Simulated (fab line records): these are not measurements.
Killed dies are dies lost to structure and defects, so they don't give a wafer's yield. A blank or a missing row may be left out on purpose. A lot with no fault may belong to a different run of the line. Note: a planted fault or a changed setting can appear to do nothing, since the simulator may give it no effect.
fab line records -- flow n5-finfet
record lots=12, wafers=34, last-day=16
route steps=1938 shown BEOL_M15@1783 PASSIVATION@1936
lots that met no fault: taken from a fault-free run of the same line
start-h: hours from the record's opening day to when the first of the lot's shown wafers began -- wait-h: hours since the lot's step before -- " unchanged from the row above -- L1.1+2: a single row standing in for several wafers -- - either no value or no given start -- * or withheld: withheld -- < > ~ a bound
route shown NAME@n: a module of which the file shows steps, and the number in the route of the first -- usual: average and standard deviation across the fault-free wafers -- same: alike in all rows -- chamber/n: place in a boat -- sites: each site's reading -- _std_site: standard deviation across them -- _edge_site: the outer-site mean with the inner-site mean subtracted -- radius-mm: for every site, how far away it sits from the centre of the wafer -- mask NAME#n: copy n -- behind: the tool/chamber that last shaped the wafer -- hold: cause of the lot's hold/its duration in hours/its outcome -- device: the n, p or np transistor that did not switch -- end of line: the tests these same wafers got at the end of their route -- a step with no rows: only its recipe -- killed: not the wafer's yield, but the dies lost to structure and defects at the first sort -- map: a wafer's dies, x killed, . not, _ none there
set.NAME: the setting as run; set.NAME@STEP: as run at that earlier step -- model.NAME: the simulator's own value behind a step, which no gauge read
the route's steps for a sample of lots (tables are steps, rows are wafers)
services: a tool's chamber out of use, with start hour (start-h, from the record's first day; less than 0 if before it), hours out, and reason
## steps
# step N5_BEOL_M15_CD_MEAS_10
# recipe target-cd-nm=360, landing-energy-ev=500, detector=se-inlens, polarity=opening
# usual cd-nm=360.6/2.4
lot.wafer,tool,chamber,start-h,wait-h,cd-nm
L395.3,cd-sem-01,0,242.01,-,360.9
L395.4,cd-sem-01,0,242.01,-,365.5
L395.5,cd-sem-01,0,242.01,-,362.3
L396.1,cd-sem-02,0,256.09,-,359.1
L396.2,cd-sem-02,0,256.09,-,360.3
L396.3,cd-sem-02,0,256.09,-,356.9
L398.1,cd-sem-01,0,261.46,-,363.8
L398.3,cd-sem-01,0,261.46,-,362.9
L398.6,cd-sem-01,0,261.46,-,358.5
L399.1,cd-sem-03,0,266.52,-,361.1
L399.5,cd-sem-03,0,266.52,-,358.5
L399.6,cd-sem-03,0,266.52,-,360.6
L400.3,cd-sem-02,0,269.94,-,359.5
L400.4,cd-sem-02,0,269.94,-,360.6
L400.5,cd-sem-02,0,269.94,-,356.6
L405.1,cd-sem-01,0,307.04,-,363.1
L405.3,cd-sem-01,0,307.04,-,364.8
L405.6,cd-sem-01,0,307.04,-,361.7
L407.1,cd-sem-01,0,326.85,-,362.4
L407.3,cd-sem-01,0,326.85,-,360.8
L408.1,cd-sem-03,0,326.98,-,360.6
L408.2,cd-sem-03,0,326.98,-,365.4
L408.3,cd-sem-03,0,326.98,-,363.5
L409.1,cd-sem-03,0,333.42,-,366.0
L409.4,cd-sem-03,0,333.42,-,362.0
L409.5,cd-sem-03,0,333.42,-,364.3
L410.2,cd-sem-01,0,338.76,-,361.2
L410.5,cd-sem-01,0,338.76,-,363.7
L410.6,cd-sem-01,0,338.76,-,360.6
L411.3,cd-sem-01,0,343.56,-,363.0
L411.5,cd-sem-01,0,343.56,-,360.8
L412.1,cd-sem-01,0,354.33,-,359.0
L412.3,cd-sem-01,0,354.33,-,358.0
L412.5,cd-sem-01,0,354.33,-,361.6
# step N5_BEOL_M15_STRIP_64
# recipe chemistry=O2, power-w=600, temp-c=60, pressure-mtorr=30, rf-frequency-hz=6e+07, bias-power-w=0, overash-fraction=0.3, o2-flow-sccm=225
# usual drypump-motor-current-A=5.7/0.36, oes-product-au=0.82/0.068, rf-vpp-V=3.7/0.49, showerhead-plenum-p-Torr=2.12/0.049, throttle-valve-pct=16.54/0.26
lot.wafer,tool,chamber,start-h,wait-h,drypump-motor-current-A,oes-product-au,rf-hours-counter-h,rf-vpp-V,showerhead-plenum-p-Torr,throttle-valve-pct
L395.3,rie-diel-05,0,-,-,5.0,0.68,233,3.7,2.16,16.65
L395.4,rie-diel-05,1,-,-,5.6,0.85,64,2.9,2.13,16.52
L395.5,rie-diel-05,0,-,-,5.0,0.69,-,3.7,2.16,16.67
L396.1,rie-diel-05,2,-,-,5.7,0.89,47,3.4,2.12,16.34
L396.2,rie-diel-05,3,-,-,5.8,0.87,27,4.1,2.12,16.00
L396.3,rie-diel-05,0,-,-,5.0,0.68,238,3.4,2.16,16.67
L398.1,rie-diel-04,2,-,-,6.0,0.92,25,4.3,2.14,16.71
L398.3,rie-diel-04,3,-,-,6.1,0.79,136,3.8,2.12,16.41
L398.6,rie-diel-04,2,-,-,6.0,0.92,-,4.7,2.14,16.72
L399.1,rie-diel-01,0,-,-,5.6,0.95,5,3.1,2.05,16.36
L399.5,rie-diel-01,2,-,-,5.8,0.85,-,3.7,2.07,16.97
L399.6,rie-diel-01,3,-,-,6.2,0.89,-,3.8,2.05,16.28
L400.3,rie-diel-04,3,-,-,6.1,0.80,140,4.4,2.12,16.42
L400.4,rie-diel-04,1,-,-,4.9,0.73,196,3.9,2.15,16.44
L400.5,rie-diel-04,2,-,-,6.0,0.91,-,3.8,2.14,16.74
L405.1,rie-diel-01,1,-,-,5.7,0.81,99,2.8,2.21,16.73
L405.3,rie-diel-01,0,-,-,5.6,0.90,20,3.9,2.05,16.38
L405.6,rie-diel-01,1,-,-,5.7,0.81,-,3.5,2.21,16.73
L407.1,rie-diel-05,3,-,-,5.8,0.83,44,3.8,2.12,16.04
L407.3,rie-diel-05,2,-,-,5.7,0.85,65,4.7,2.11,16.39
L408.1,rie-diel-04,2,-,-,6.0,0.87,47,4.9,2.14,16.76
L408.2,rie-diel-04,0,-,-,5.4,0.71,220,3.6,2.14,16.69
L408.3,rie-diel-04,1,-,-,4.9,0.71,214,3.3,2.14,16.47
L409.1,rie-diel-01,1,-,-,5.7,0.80,107,4.1,2.21,16.76
L409.4,rie-diel-01,0,-,-,5.6,0.88,28,3.6,2.05,16.40
L409.5,rie-diel-01,2,-,-,5.8,0.84,-,3.5,2.07,17.00
L410.2,rie-diel-01,2,-,-,5.8,0.83,83,3.0,2.07,16.99
L410.5,rie-diel-01,2,-,-,5.8,0.83,-,3.7,2.07,16.99
L410.6,rie-diel-01,1,-,-,5.7,0.80,-,3.7,2.21,16.75
L411.3,rie-diel-01,2,-,-,5.8,0.82,85,3.7,2.07,17.00
L411.5,rie-diel-01,0,-,-,5.6,0.86,-,3.0,2.04,16.40
L412.1,rie-diel-05,1,-,-,5.6,0.81,96,4.2,2.12,16.59
L412.3,rie-diel-05,2,-,-,5.7,0.84,75,3.6,2.11,16.40
L412.5,rie-diel-05,1,-,-,5.6,0.81,-,5.0,2.12,16.58
# step N5_BEOL_M15_PEB_26
# recipe peb-temp-c=130, peb-time-s=90
# usual heater-power-total-W=172.5/0.79
lot.wafer,tool,chamber,start-h,wait-h,heater-power-total-W
L395.3,litho-track-02,0,243.44,0.0,172.7
L395.4,litho-track-02,0,243.44,0.0,172.0
L395.5,litho-track-02,0,243.44,0.0,171.4
L396.1,litho-track-05,0,257.57,0.1,172.3
L396.2,litho-track-05,0,257.57,0.1,172.8
L396.3,litho-track-05,0,257.57,0.1,173.1
L398.1,litho-track-01,0,262.81,0.1,171.0
L398.3,litho-track-01,0,262.81,0.1,173.9
L398.6,litho-track-01,0,262.81,0.1,171.7
L399.1,litho-track-05,0,267.86,0.1,173.6
L399.5,litho-track-05,0,267.86,0.1,172.3
L399.6,litho-track-05,0,267.86,0.1,172.6
L400.3,litho-track-05,0,272.58,0.0,172.9
L400.4,litho-track-05,0,272.58,0.0,171.3
L400.5,litho-track-05,0,272.58,0.0,172.0
L405.1,litho-track-01,0,308.78,0.1,190.9
L405.3,litho-track-01,0,308.78,0.1,192.6
L405.6,litho-track-01,0,308.78,0.1,170.8
L407.1,litho-track-01,0,328.41,0.1,191.4
L407.3,litho-track-01,0,328.41,0.1,191.8
L408.1,litho-track-01,0,328.71,0.1,191.8
L408.2,litho-track-01,0,328.71,0.1,172.9
L408.3,litho-track-01,0,328.71,0.1,191.8
L409.1,litho-track-05,0,334.77,0.1,171.2
L409.4,litho-track-05,0,334.77,0.1,172.0
L409.5,litho-track-05,0,334.77,0.1,173.0
L410.2,litho-track-02,0,340.19,0.0,171.9
L410.5,litho-track-02,0,340.19,0.0,173.2
L410.6,litho-track-02,0,340.19,0.0,172.9
L411.3,litho-track-05,0,344.91,0.0,172.2
L411.5,litho-track-05,0,344.91,0.0,172.4
L412.1,litho-track-05,0,355.80,0.1,172.1
L412.3,litho-track-05,0,355.80,0.1,173.2
L412.5,litho-track-05,0,355.80,0.1,173.6
# step N5_BEOL_M15_ETCH_38
# recipe chemistry=CF4/N2, target=SiCN, target-depth-a=1064, taper-deg=2, time-s=120.5, ion-energy-ev=150, mask-material=SiO2, pressure-mtorr=40, source-w=430, bias-w=70, Ar_flow_sccm=100, cf4-flow-sccm=60, n2-flow-sccm=60
# usual drypump-motor-current-A=5.7/0.34, oes-product-au=0.81/0.07, rf-vpp-V=382.7/1.3, showerhead-plenum-p-Torr=2.23/0.044, throttle-valve-pct=15.30/0.19
lot.wafer,tool,chamber,start-h,wait-h,drypump-motor-current-A,oes-product-au,rf-hours-counter-h,rf-vpp-V,showerhead-plenum-p-Torr,throttle-valve-pct
L395.3,rie-diel-05,2,-,-,5.7,0.86,44,384.7,2.23,15.13
L395.4,rie-diel-05,3,-,-,5.8,0.85,25,383.7,2.27,14.94
L395.5,rie-diel-05,2,-,-,5.7,0.88,-,383.1,2.23,15.15
L396.1,rie-diel-05,0,-,-,5.0,0.71,239,384.3,2.27,15.42
L396.2,rie-diel-05,3,-,-,5.8,0.85,28,383.9,2.27,14.96
L396.3,rie-diel-05,1,-,-,5.6,0.82,70,382.6,2.24,15.30
L398.1,rie-diel-04,1,-,-,5.0,0.73,193,382.5,2.26,15.25
L398.3,rie-diel-04,3,-,-,6.1,0.79,137,383.6,2.23,15.16
L398.6,rie-diel-04,0,-,-,5.4,0.71,-,383.0,2.28,15.56
L399.1,rie-diel-01,1,-,-,5.7,0.80,85,385.1,2.32,15.44
L399.5,rie-diel-01,2,-,-,5.8,0.85,-,381.3,2.16,15.61
L399.6,rie-diel-01,1,-,-,5.7,0.81,-,385.7,2.32,15.46
L400.3,rie-diel-04,3,-,-,6.1,0.79,142,382.3,2.23,15.18
L400.4,rie-diel-04,2,-,-,6.0,0.91,30,383.7,2.23,15.38
L400.5,rie-diel-04,2,-,-,6.0,0.91,-,384.2,2.23,15.37
L405.1,rie-diel-05,3,-,-,5.8,0.82,39,382.5,2.27,14.98
L405.3,rie-diel-05,0,-,-,5.0,0.70,247,383.2,2.26,15.44
L405.6,rie-diel-05,0,-,-,5.0,0.70,-,384.2,2.26,15.42
L407.1,rie-diel-01,1,-,-,5.7,0.77,106,383.4,2.31,15.49
L407.3,rie-diel-01,0,-,-,5.6,0.88,27,381.0,2.16,15.21
L408.1,rie-diel-05,3,-,-,5.8,0.80,46,383.4,2.26,14.98
L408.2,rie-diel-05,2,-,-,5.7,0.83,67,384.0,2.23,15.20
L408.3,rie-diel-05,1,-,-,5.6,0.79,88,383.3,2.24,15.37
L409.1,rie-diel-01,0,-,-,5.6,0.88,29,382.9,2.16,15.20
L409.4,rie-diel-01,3,-,-,6.2,0.85,50,379.5,2.16,15.11
L409.5,rie-diel-01,0,-,-,5.6,0.87,-,381.9,2.16,15.21
L410.2,rie-diel-05,3,-,-,5.8,0.81,50,381.6,2.26,15.00
L410.5,rie-diel-05,2,-,-,5.7,0.83,-,382.5,2.22,15.20
L410.6,rie-diel-05,1,-,-,5.6,0.80,-,381.6,2.23,15.34
L411.3,rie-diel-01,0,-,-,5.6,0.86,33,380.0,2.16,15.22
L411.5,rie-diel-01,1,-,-,5.7,0.76,-,384.2,2.31,15.49
L412.1,rie-diel-05,3,-,-,5.8,0.79,54,382.4,2.26,15.01
L412.3,rie-diel-05,1,-,-,5.6,0.79,97,384.2,2.23,15.36
L412.5,rie-diel-05,2,-,-,5.7,0.81,-,381.7,2.22,15.18
# step N5_PASSIVATION_PROBE_49
# usual defect-limited-yield=91.4/1.4, killed_at_M0_to_M3=34/8.9, killed_at_M4_up=13/4.6, killed-at-contacts=12/5.5, killed-at-front-end=41/11, killed-at-other=3.1/2.9, killed-dies=102/16, killed-on-rim=13/4.2, killed-open=66/11, killed-short=34/7.6, sort_bin_5_function=5.1/0.89, sort_bin_6_memory=3.2/0.61, sort_bin_8_speed=0.02/0.12, sort-n-pass=1078/16
# same gross-dies=1180, killed-at-back-side=0, sort_bin_4_leakage[%]=0
lot.wafer,tool,chamber,start-h,wait-h,defect-limited-yield[%],killed_at_M0_to_M3,killed_at_M4_up,killed-at-contacts,killed-at-front-end,killed-at-other,killed-dies,killed-on-rim,killed-open,killed-short,sort_bin_5_function[%],sort_bin_6_memory[%],sort_bin_8_speed[%],sort-n-pass
L395.3,prober-02,-,264.56,0.1,92.5,32,9,6,41,0,88,6,59,26,4.0,3.1,0,1092
L395.4,prober-02,-,264.61,0.2,89.5,50,6,4,56,8,124,24,74,50,5.8,4.1,0,1056
L395.5,prober-02,-,264.66,0.2,90.3,35,6,25,41,7,114,9,69,45,6.0,3.3,0,1066
L396.1,prober-01,-,276.02,0.0,91.2,30,15,9,48,2,104,7,72,30,5.8,3.1,0,1076
L396.2,prober-01,-,276.07,0.1,89.3,39,8,9,67,3,126,14,77,44,6.7,3.7,0,1054
L396.3,prober-01,-,276.12,0.1,91.9,26,8,9,50,2,95,14,59,36,5.3,2.4,0,1085
L398.1,prober-02,-,281.26,0.0,90.1,30,11,13,63,0,117,12,81,34,5.2,4.2,0,1063
L398.3,prober-02,-,281.36,0.1,91.4,20,9,11,59,2,101,14,64,37,4.8,3.3,0,1079
L398.6,prober-02,-,281.51,0.3,89.7,27,27,12,53,3,122,15,79,34,6.4,3.1,0,1058
L399.1,prober-01,-,286.01,0.0,90.5,48,16,14,32,2,112,12,69,41,5.8,3.1,0,1068
L399.5,prober-01,-,286.21,0.2,89.8,54,12,5,46,3,120,21,71,49,6.7,3.1,0,1060
L399.6,prober-01,-,286.26,0.3,92.7,36,15,15,15,5,86,7,54,32,4.3,2.8,0,1094
L400.3,prober-02,-,290.44,0.1,90.8,45,10,16,37,1,109,17,68,41,5.1,3.6,0,1071
L400.4,prober-02,-,290.49,0.2,91.9,35,9,19,32,1,96,9,65,29,4.6,3.2,0,1084
L400.5,prober-02,-,290.54,0.2,92.9,31,14,7,29,3,84,8,53,31,4.4,2.5,0,1096
L405.1,prober-02,-,329.95,0.0,93.8,22,25,5,20,1,73,7,52,21,4.0,2.1,0,1107
L405.3,prober-02,-,330.05,0.1,90.6,29,15,17,46,4,111,19,61,39,5.3,3.0,0,1069
L405.6,prober-02,-,330.20,0.3,90.7,39,15,12,38,6,110,17,71,39,5.5,3.6,1.36,1054
L408.1,prober-02,-,346.22,0.0,92.3,35,11,9,32,4,91,11,60,29,5.4,1.9,0.17,1089
L408.2,prober-02,-,346.27,0.1,92.4,21,10,7,51,1,90,13,64,25,4.4,3.1,0,1090
L408.3,prober-02,-,346.32,0.1,91.1,63,13,5,20,4,105,10,62,39,5.0,3.6,0,1075
L407.1,prober-01,-,346.62,0.0,90.0,41,20,19,34,4,118,22,82,36,5.6,3.7,0,1062
L407.3,prober-01,-,346.72,0.1,91.0,31,16,10,47,2,106,21,64,35,4.8,3.5,0,1074
L409.1,prober-01,-,354.29,0.0,90.8,27,9,15,48,9,108,8,70,37,4.6,4.2,0,1072
L409.4,prober-01,-,354.44,0.2,92.5,24,10,15,35,5,89,15,59,29,4.6,2.5,0,1091
L409.5,prober-01,-,354.49,0.2,93.0,26,11,8,37,1,83,8,53,26,3.4,3.1,0,1097
L410.2,prober-02,-,358.13,0.1,89.7,32,13,15,56,6,122,12,76,45,6.4,3.6,0,1058
L410.5,prober-02,-,358.28,0.2,89.9,33,15,8,56,7,119,15,76,42,5.9,3.9,0,1061
L410.6,prober-02,-,358.33,0.3,92.2,26,9,4,38,15,92,10,67,23,3.6,4.0,0,1088
L411.3,prober-02,-,362.56,0.1,93.5,32,14,7,21,3,77,13,46,29,4.4,1.9,0,1103
L411.5,prober-02,-,362.66,0.2,91.4,34,24,7,34,2,101,18,70,26,4.8,3.3,0,1079
L412.1,prober-01,-,374.09,0.0,90.0,33,17,10,53,5,118,14,73,44,6.5,3.1,0,1062
L412.3,prober-01,-,374.19,0.1,89.9,32,21,4,58,4,119,16,79,40,5.8,3.9,0,1061
L412.5,prober-01,-,374.29,0.2,92.1,32,13,15,31,2,93,11,62,31,4.6,3.1,0,1087
# killed by level:class
L395.3 BEOL_M3:geometric-particle:open=14 FIN_SAQP:geometric-particle:open=10 FIN_SAQP:geometric-particle:short=6 BEOL_M1:geometric-particle:open=6 MOL_CONTACT_COAG:geometric-particle:open=5 GATE_CUT:geometric-particle:short=4 BEOL_M2:geometric-particle:open=4 STI_FIN_REVEAL:geometric-particle:open=3
L395.4 BEOL_M0_SAQP:geometric-particle:open=17 BEOL_M0_SAQP:geometric-particle:short=11 FIN_SAQP:geometric-particle:short=9 FIN_SAQP:geometric-particle:open=9 GATE_CUT:geometric-particle:short=8 BEOL_M1:geometric-particle:open=6 STI_FIN_REVEAL:geometric-particle:open=5 DUMMY_GATE:geometric-particle:open=5
L395.5 MOL_CONTACT_COAG:geometric-particle:open=19 BEOL_M2:geometric-particle:open=9 FIN_SAQP:geometric-particle:open=8 BEOL_M0_SAQP:geometric-particle:short=8 BEOL_M3:geometric-particle:open=8 GATE_CUT:geometric-particle:short=6 GATE_CUT:geometric-particle:open=6 MOL_CONTACT_COAG:geometric-particle:short=6
L396.1 STI_FIN_REVEAL:geometric-particle:open=22 BEOL_M0_SAQP:geometric-particle:short=9 FIN_SAQP:geometric-particle:open=6 MOL_CONTACT_COAG:geometric-particle:open=6 BEOL_M2:geometric-particle:open=6 FIN_SAQP:geometric-particle:short=4 DUMMY_GATE:geometric-particle:open=4 BEOL_M0_SAQP:geometric-particle:open=4
L396.2 BEOL_M0_SAQP:geometric-particle:open=17 FIN_SAQP:geometric-particle:open=15 STI_FIN_REVEAL:geometric-particle:open=13 FIN_SAQP:geometric-particle:short=12 MOL_CONTACT_COAG:geometric-particle:open=8 BEOL_M0_SAQP:geometric-particle:short=8 DUMMY_GATE:geometric-particle:open=5 BEOL_M1:geometric-particle:open=5
L396.3 STI_FIN_REVEAL:geometric-particle:open=16 FIN_SAQP:geometric-particle:short=14 MOL_CONTACT_COAG:geometric-particle:open=8 DUMMY_GATE:geometric-particle:open=6 BEOL_M0_SAQP:geometric-particle:short=6 BEOL_M0_SAQP:geometric-particle:open=5 STARTING-WAFER:geometric-particle:short=5 BEOL_M1:geometric-particle:open=4
L398.1 STI_FIN_REVEAL:geometric-particle:open=17 MOL_CONTACT_COAG:geometric-particle:open=10 BEOL_M1:geometric-particle:open=9 FIN_SAQP:geometric-particle:open=7 DUMMY_GATE:geometric-particle:open=7 BEOL_M0_SAQP:geometric-particle:short=7 GATE_CUT:geometric-particle:open=6 BEOL_M4:geometric-particle:open=6
L398.3 FIN_SAQP:geometric-particle:open=18 FIN_SAQP:geometric-particle:short=12 MOL_CONTACT_COAG:geometric-particle:open=8 STI_FIN_REVEAL:geometric-particle:open=6 DUMMY_GATE:geometric-particle:open=6 STARTING-WAFER:geometric-particle:short=6 BEOL_M3:geometric-particle:open=5 BEOL_M1:geometric-particle:open=4
L398.6 MOL_CONTACT_COAG:geometric-particle:open=11 BEOL_M4:geometric-particle:open=11 FIN_SAQP:geometric-particle:short=8 BEOL_M1:geometric-particle:open=8 HKMG_FIN:area-etch=8 STI_FIN_REVEAL:geometric-particle:open=7 BEOL_M5:geometric-particle:open=7 DUMMY_GATE:geometric-particle:open=6
L399.1 BEOL_M0_SAQP:geometric-particle:open=13 BEOL_M0_SAQP:geometric-particle:short=11 MOL_CONTACT_COAG:geometric-particle:open=11 FIN_SAQP:geometric-particle:open=10 BEOL_M1:geometric-particle:short=8 BEOL_M4:geometric-particle:open=8 BEOL_M3:geometric-particle:open=7 FIN_SAQP:geometric-particle:short=6
L399.5 BEOL_M0_SAQP:geometric-particle:open=21 BEOL_M0_SAQP:geometric-particle:short=18 FIN_SAQP:geometric-particle:short=13 BEOL_M1:geometric-particle:open=9 STI_FIN_REVEAL:geometric-particle:open=7 FIN_SAQP:geometric-particle:open=6 MOL_CONTACT_COAG:geometric-particle:open=5 BEOL_M4:geometric-particle:open=5
L399.6 BEOL_M0_SAQP:geometric-particle:short=15 MOL_CONTACT_COAG:geometric-particle:open=14 BEOL_M5:geometric-particle:open=8 BEOL_M0_SAQP:geometric-particle:open=7 BEOL_M2:geometric-particle:open=4 STARTING-WAFER:geometric-particle:open=4 BEOL_M1:geometric-particle:open=3 BEOL_M3:geometric-particle:open=3
L400.3 BEOL_M1:geometric-particle:open=16 MOL_CONTACT_COAG:geometric-particle:open=13 GATE_CUT:geometric-particle:short=8 STI_FIN_REVEAL:geometric-particle:open=7 BEOL_M3:geometric-particle:open=7 FIN_SAQP:geometric-particle:open=5 FIN_SAQP:geometric-particle:short=5 BEOL_M0_SAQP:geometric-particle:short=5
L400.4 MOL_CONTACT_COAG:geometric-particle:open=16 BEOL_M3:geometric-particle:open=11 BEOL_M1:geometric-particle:open=11 BEOL_M3:geometric-particle:short=7 FIN_SAQP:geometric-particle:open=5 DUMMY_GATE:geometric-particle:open=5 STARTING-WAFER:geometric-particle:short=5 FIN_SAQP:geometric-particle:short=4
L400.5 FIN_SAQP:geometric-particle:open=6 BEOL_M2:geometric-particle:open=6 STI_FIN_REVEAL:geometric-particle:open=5 DUMMY_GATE:geometric-particle:open=5 BEOL_M0_SAQP:geometric-particle:short=5 BEOL_M1:geometric-particle:open=5 MOL_CONTACT_COAG:geometric-particle:open=4 BEOL_M3:geometric-particle:short=4
L405.1 BEOL_M4:geometric-particle:open=8 BEOL_M0_SAQP:geometric-particle:short=7 BEOL_M8:geometric-particle:open=6 FIN_SAQP:geometric-particle:open=4 MOL_CONTACT_COAG:geometric-particle:open=4 BEOL_M0_SAQP:geometric-particle:open=4 BEOL_M1:geometric-particle:open=4 GATE_CUT:geometric-particle:open=3
L405.3 MOL_CONTACT_COAG:geometric-particle:open=14 HKMG_FIN:area-etch=11 FIN_SAQP:geometric-particle:short=9 FIN_SAQP:geometric-particle:open=9 BEOL_M0_SAQP:geometric-particle:short=9 GATE_CUT:geometric-particle:short=6 BEOL_M1:geometric-particle:open=6 BEOL_M0_SAQP:geometric-particle:open=6
L405.6 FIN_SAQP:geometric-particle:short=11 MOL_CONTACT_COAG:geometric-particle:open=10 BEOL_M1:geometric-particle:open=10 BEOL_M0_SAQP:geometric-particle:short=9 FIN_SAQP:geometric-particle:open=7 BEOL_M2:geometric-particle:open=7 BEOL_M4:geometric-particle:open=6 BEOL_M0_SAQP:geometric-particle:open=5
L408.1 FIN_SAQP:geometric-particle:open=9 BEOL_M1:geometric-particle:open=8 FIN_SAQP:geometric-particle:short=7 BEOL_M2:geometric-particle:open=7 STI_FIN_REVEAL:geometric-particle:open=7 BEOL_M0_SAQP:geometric-particle:short=7 MOL_CONTACT_COAG:geometric-particle:open=6 BEOL_M0_SAQP:geometric-particle:open=5
L408.2 FIN_SAQP:geometric-particle:open=20 FIN_SAQP:geometric-particle:short=8 BEOL_M0_SAQP:geometric-particle:open=7 DUMMY_GATE:geometric-particle:open=6 MOL_CONTACT_COAG:geometric-particle:open=6 BEOL_M0_SAQP:geometric-particle:short=6 BEOL_M3:geometric-particle:open=6 STARTING-WAFER:geometric-particle:short=4
L408.3 BEOL_M0_SAQP:geometric-particle:open=18 BEOL_M0_SAQP:geometric-particle:short=15 BEOL_M1:geometric-particle:open=7 BEOL_M2:geometric-particle:open=6 BEOL_M3:geometric-particle:open=6 STI_FIN_REVEAL:geometric-particle:open=5 BEOL_M1:geometric-particle:short=5 BEOL_M4:geometric-particle:open=4
L407.1 BEOL_M0_SAQP:geometric-particle:open=15 MOL_CONTACT_COAG:geometric-particle:open=11 BEOL_M4:geometric-particle:open=10 FIN_SAQP:geometric-particle:open=8 MOL_CONTACT_COAG:geometric-particle:short=8 BEOL_M3:geometric-particle:open=7 BEOL_M0_SAQP:geometric-particle:short=6 FIN_SAQP:geometric-particle:short=5
L407.3 FIN_SAQP:geometric-particle:open=11 STI_FIN_REVEAL:geometric-particle:open=11 BEOL_M0_SAQP:geometric-particle:short=11 MOL_CONTACT_COAG:geometric-particle:open=8 BEOL_M0_SAQP:geometric-particle:open=7 HKMG_FIN:area-etch=7 BEOL_M4:geometric-particle:open=6 STARTING-WAFER:geometric-particle:short=6
L409.1 FIN_SAQP:geometric-particle:short=13 FIN_SAQP:geometric-particle:open=12 MOL_CONTACT_COAG:geometric-particle:open=11 STI_FIN_REVEAL:geometric-particle:open=9 BEOL_M0_SAQP:geometric-particle:open=6 BEOL_M3:geometric-particle:open=5 GATE_CUT:geometric-particle:short=4 MOL_CONTACT_COAG:geometric-particle:short=4
L409.4 MOL_CONTACT_COAG:geometric-particle:open=11 FIN_SAQP:geometric-particle:short=7 STI_FIN_REVEAL:geometric-particle:open=6 ILD0:geometric-particle:short=5 BEOL_M0:geometric-particle:open=5 BEOL_M2:geometric-particle:open=5 BEOL_M3:geometric-particle:open=5 FIN_SAQP:geometric-particle:open=4
L409.5 STI_FIN_REVEAL:geometric-particle:open=9 MOL_CONTACT_COAG:geometric-particle:open=8 BEOL_M1:geometric-particle:open=8 FIN_SAQP:geometric-particle:open=6 BEOL_M0_SAQP:geometric-particle:open=5 BEOL_M0_SAQP:geometric-particle:short=5 BEOL_M3:geometric-particle:open=5 FIN_SAQP:geometric-particle:short=4
L410.2 STI_FIN_REVEAL:geometric-particle:open=15 MOL_CONTACT_COAG:geometric-particle:open=12 DUMMY_GATE:geometric-particle:open=11 BEOL_M0_SAQP:geometric-particle:open=11 BEOL_M0_SAQP:geometric-particle:short=8 FIN_SAQP:geometric-particle:short=6 BEOL_M4:geometric-particle:open=6 STI_FIN_REVEAL:geometric-particle:short=5
L410.5 STI_FIN_REVEAL:geometric-particle:open=16 DUMMY_GATE:geometric-particle:open=8 BEOL_M0_SAQP:geometric-particle:short=8 BEOL_M3:geometric-particle:open=8 FIN_SAQP:geometric-particle:open=7 BEOL_M4:geometric-particle:open=7 GATE_CUT:geometric-particle:short=6 MOL_CONTACT_COAG:geometric-particle:open=5
L410.6 STI_FIN_REVEAL:geometric-particle:open=8 DUMMY_GATE:geometric-particle:open=8 BEOL_M0_SAQP:geometric-particle:open=8 MIM_TOP_ETCH:geometric-particle:short=8 GATE_CUT:geometric-particle:open=7 STARTING-WAFER:geometric-particle:open=5 BEOL_M2:geometric-particle:open=4 GATE_CUT:geometric-particle:short=4
L411.3 BEOL_M0_SAQP:geometric-particle:open=9 MOL_CONTACT_COAG:geometric-particle:open=7 BEOL_M0_SAQP:geometric-particle:short=7 BEOL_M4:geometric-particle:open=7 FIN_SAQP:geometric-particle:open=4 BEOL_M3:geometric-particle:open=4 FIN_SAQP:geometric-particle:short=3 BEOL_M1:geometric-particle:open=3
L411.5 BEOL_M4:geometric-particle:open=15 BEOL_M1:geometric-particle:open=11 STI_FIN_REVEAL:geometric-particle:open=7 FIN_SAQP:geometric-particle:open=6 MOL_CONTACT_COAG:geometric-particle:open=6 BEOL_M0_SAQP:geometric-particle:short=6 BEOL_M3:geometric-particle:open=5 GATE_CUT:geometric-particle:short=5
L412.1 FIN_SAQP:geometric-particle:short=14 STI_FIN_REVEAL:geometric-particle:open=12 MOL_CONTACT_COAG:geometric-particle:open=9 FIN_SAQP:geometric-particle:open=8 DUMMY_GATE:geometric-particle:open=7 BEOL_M4:geometric-particle:open=7 BEOL_M0_SAQP:geometric-particle:short=6 BEOL_M0_SAQP:geometric-particle:open=5
L412.3 FIN_SAQP:geometric-particle:short=15 STI_FIN_REVEAL:geometric-particle:open=14 FIN_SAQP:geometric-particle:open=11 BEOL_M0_SAQP:geometric-particle:short=8 BEOL_M0_SAQP:geometric-particle:open=8 BEOL_M1:geometric-particle:open=7 BEOL_M4:geometric-particle:open=6 BEOL_M4:geometric-particle:short=5
L412.5 MOL_CONTACT_COAG:geometric-particle:open=11 GATE_CUT:geometric-particle:short=7 BEOL_M1:geometric-particle:open=7 BEOL_M4:geometric-particle:open=6 DUMMY_GATE:geometric-particle:open=5 BEOL_M0_SAQP:geometric-particle:open=5 BEOL_M2:geometric-particle:open=5 BEOL_M3:geometric-particle:open=5
## services
tool,chamber,start-h,hours,kind
rie-diel-01,0,229.39,-,clean
rie-diel-01,0,229.39,-,consumable-replace:focus-ring
rie-diel-01,0,229.39,20.3,scheduled-down
rie-diel-01,0,229.39,20.3,vent-cycle
rie-diel-05,0,231.27,1.3,repair
rie-diel-01,2,241.99,4.6,repair
rie-diel-05,-,266.35,15.6,pm
rie-diel-01,2,279.08,5.3,repair
rie-diel-05,0,301.90,5.6,repair
rie-diel-05,0,319.78,-,clean
rie-diel-05,0,319.78,-,consumable-replace:focus-ring
rie-diel-05,0,319.78,18.1,scheduled-down
rie-diel-05,0,319.78,18.1,vent-cycle
rie-diel-01,3,339.32,3.9,repair
rie-diel-05,1,352.70,1.2,repair
## key
first-sign step=N5_BEOL_M15_PEB_26, reading=heater-power-total-W, direction=up, sigmas=24, usual=*, struck=*
effect none on later readings
met-at N5_BEOL_M15_PEB_26
struck-lots L405,L407,L408
struck-wafers L405.1,L405.3,L407.1,L407.3,L408.1,L408.3
baseline-loss step=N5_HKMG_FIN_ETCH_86, wafers=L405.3
not-acting-at N5_BEOL_M15_CD_MEAS_10,N5_BEOL_M15_STRIP_64,N5_BEOL_M15_ETCH_38
onset-between 262.81 308.78
fault kind=process-parameter-drift, tool=litho-track-01, chamber=-, onset-h=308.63, steps=N5_BEOL_M15_PEB_26, channel=peb-time-s, offset=*, shape=step, end-h=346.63, scope=struck-wafers-only, acts-in=*, stated=*
# baseline-loss: these wafers lose ten dies or more at that step, a loss of the line's own and not of a fault; the sort's usual values leave them out
